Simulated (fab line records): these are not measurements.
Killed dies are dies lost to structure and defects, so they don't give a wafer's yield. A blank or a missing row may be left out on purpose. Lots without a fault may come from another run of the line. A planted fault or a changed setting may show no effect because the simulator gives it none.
Matching of chambers || flow nandHarc || NHARC_P_M2_ETCH_28 on rieDiel-03: 4 sister chambers
The step etches the open film in CF4/N2, target depth 30 nm, time 72.99 s. 4 wafers are shown with their chamber, then 7 later ones without.

## WAFERS WITH THEIR CHAMBER
{"wafer": "L406.1", "chamber": 1, "showerheadPlenumPTorr (Torr)": 2.75}
{"wafer": "L410.1", "chamber": 2, "showerheadPlenumPTorr (Torr)": 2.83}
{"wafer": "L421.1", "chamber": 3, "showerheadPlenumPTorr (Torr)": 2.49}
{"wafer": "L421.2", "chamber": 0, "showerheadPlenumPTorr (Torr)": 2.49}

## WAFERS MISSING THEIR CHAMBER
{"wafer": "L421.4", "showerheadPlenumPTorr (Torr)": 2.50}
{"wafer": "L422.3", "showerheadPlenumPTorr (Torr)": 2.49}
{"wafer": "L422.5", "showerheadPlenumPTorr (Torr)": 2.75}
{"wafer": "L422.6", "showerheadPlenumPTorr (Torr)": 2.50}
{"wafer": "L423.1", "showerheadPlenumPTorr (Torr)": 2.83}
{"wafer": "L423.5", "showerheadPlenumPTorr (Torr)": 2.49}
{"wafer": "L423.6", "showerheadPlenumPTorr (Torr)": 2.83}

## WHICH CHAMBER EACH ONE RAN IN
{"wafer": "L421.4", "from the rows above": "can't be placed: 0 or 3", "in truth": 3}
{"wafer": "L422.3", "from the rows above": "can't be placed: 0 or 3", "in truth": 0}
{"wafer": "L422.5", "from the rows above": 1, "in truth": 1}
{"wafer": "L422.6", "from the rows above": "can't be placed: 0 or 3", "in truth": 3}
{"wafer": "L423.1", "from the rows above": 2, "in truth": 2}
{"wafer": "L423.5", "from the rows above": "can't be placed: 0 or 3", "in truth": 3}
{"wafer": "L423.6", "from the rows above": 2, "in truth": 2}
Placed correctly: 3 of 7. These rows do not allow placing 4 (true chamber among the candidates in 4). Wrongly placed: 0.
How it was worked out, from the rows above alone: a wafer's distance from a chamber is the root of the sum, over the readings, of the square of ((its reading less the chamber's mean) divided by the reading's scatter). The wafer belongs to the nearest chamber; if the next one is less than 2 further off, it can't be placed. For every chamber, the mean is computed from those of its wafers that are shown. The scatter: with one shown wafer a chamber, the root of the mean of the squares of how far each hidden wafer lies from its nearest shown one.
